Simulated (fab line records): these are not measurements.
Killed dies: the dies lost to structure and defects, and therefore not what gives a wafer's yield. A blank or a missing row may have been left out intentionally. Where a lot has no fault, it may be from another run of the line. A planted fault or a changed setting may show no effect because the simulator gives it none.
Split-lot experiment -- flow n5-finfet -- 39 wafers read from 7 lots, route of 1938 steps

## THE SPLIT ITSELF
At N5_WELL_APT_EXPOSE_22 (exposes mask PWELL, defocus 0 nm, target cd 200 nm), the setting dose-mj was moved away from the recipe's 23.2 on 12 of the 39 wafers read, by +2.1% to +7.7%. This setting was run at the recipe's value on the other wafers.

## FROM THE SPLIT TO THE READING: what the file shows between them, 3 steps
- N5_WELL_APT_PEB_23: peb time 90 s
- N5_WELL_APT_DEVELOP_24: develop time 45 s
- N5_WELL_APT_HARDBAKE_29: time 120 s

## THE READING
cd-nm (nm) at N5_WELL_APT_CD_MEAS_25, where the cd target is 200 nm. Fault-free wafers of this fab line usually give 200.8 nm, standard deviation 1.9 nm.

wafer,"tool, chamber at the split",dose-mj as run,against the recipe,"cd-nm, nm",against lot-mates on the recipe
L075.1,"krf-scanner-02, 0",23.2,recipe,201.7,-
L075.2,"krf-scanner-02, 0",23.2,recipe,205.1,-
L075.3,"krf-scanner-02, 0",23.2,recipe,201.3,-
L075.4,"krf-scanner-02, 0",23.2,recipe,203.1,-
L075.5,"krf-scanner-02, 0",23.2,recipe,200.8,-
L075.6,"krf-scanner-02, 0",23.2,recipe,202.4,-
L079.1,"krf-scanner-01, 0",24.59,+6.0%,211.8,+10.6
L079.2,"krf-scanner-01, 0",24.59,+6.0%,211.5,+10.3
L079.3,"krf-scanner-01, 0",23.2,recipe,203.2,-
L079.4,"krf-scanner-01, 0",23.2,recipe,201.7,-
L079.5,"krf-scanner-01, 0",24.59,+6.0%,212.3,+11.1
L079.6,"krf-scanner-01, 0",23.2,recipe,198.6,-
L083.1,"krf-scanner-02, 0",23.2,recipe,199.8,-
L083.2,"krf-scanner-02, 0",23.69,+2.1%,206.7,+4.6
L083.3,"krf-scanner-02, 0",23.69,+2.1%,206.5,+4.4
L083.4,"krf-scanner-02, 0",23.2,recipe,204.9,-
L083.5,"krf-scanner-02, 0",23.69,+2.1%,205.7,+3.6
L083.6,"krf-scanner-02, 0",23.2,recipe,201.5,-
L085.1,"krf-scanner-02, 0",23.2,recipe,203.3,-
L085.2,"krf-scanner-02, 0",23.2,recipe,202.0,-
L085.3,"krf-scanner-02, 0",23.2,recipe,205.4,-
L085.4,"krf-scanner-02, 0",23.2,recipe,203.8,-
L085.5,"krf-scanner-02, 0",23.2,recipe,203.7,-
L085.6,"krf-scanner-02, 0",23.2,recipe,201.2,-
L092.1,"krf-scanner-01, 0",23.2,recipe,202.3,-
L092.5,"krf-scanner-01, 0",23.2,recipe,201.0,-
L092.6,"krf-scanner-01, 0",23.2,recipe,204.3,-
L093.1,"krf-scanner-01, 0",23.2,recipe,201.1,-
L093.2,"krf-scanner-01, 0",24.98,+7.7%,213.8,+13.7
L093.3,"krf-scanner-01, 0",24.98,+7.7%,216.2,+16.1
L093.4,"krf-scanner-01, 0",23.2,recipe,198.3,-
L093.5,"krf-scanner-01, 0",23.2,recipe,201.0,-
L093.6,"krf-scanner-01, 0",24.98,+7.7%,212.2,+12.1
L097.1,"krf-scanner-01, 0",23.2,recipe,200.2,-
L097.2,"krf-scanner-01, 0",24.91,+7.4%,214.1,+13.6
L097.3,"krf-scanner-01, 0",24.91,+7.4%,214.1,+13.6
L097.4,"krf-scanner-01, 0",23.2,recipe,199.7,-
L097.5,"krf-scanner-01, 0",23.2,recipe,201.6,-
L097.6,"krf-scanner-01, 0",24.91,+7.4%,211.9,+11.4

THE FIT
A straight line over all 39 wafers: cd-nm changes by +1.59 nm for each +1% of dose-mj; r = +0.94; the points scatter about the line by 1.7 nm.
The same after taking each lot's own level away (the mean of its wafers on the recipe; 39 wafers): +1.78 nm for each +1%; r = +0.97; scatter 1.4 nm.
According to that fit, moving dose-mj by its largest amount changes the reading by 14 nm.
Measured against the standard deviation above, the lots' own levels, which go from 200.13 to 203.23 nm, span 1.6 times it.
So the slope is not independent of the lot-to-lot level: the two fits are not the same.
Check: +13.7 nm against its lot-mates is what the line predicts for one of the wafers moved furthest among these (+7.7%) when that wafer is left out of the fit. It came out at +13.7 nm against them.

## THE WHOLE CHAIN: every reading that the file lists as answering this split, in the file's order
step,what it does,reading,change (the file's fit),r (the file's)
N5_WELL_APT_CD_MEAS_25,target cd 200 nm,cd-nm,+1.79 nm for each +1% of the setting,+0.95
N5_WELL_APT_DESCUM_30,"chemistry O2, time 7.9 s","WELL_APT.cd-nm (the simulator's own value, which no gauge read)",+1.79 nm for each +1% of the setting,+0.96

## FILE'S OWN FIT
cd-nm changes by +1.79 nm for each +1% of dose-mj, r = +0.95.
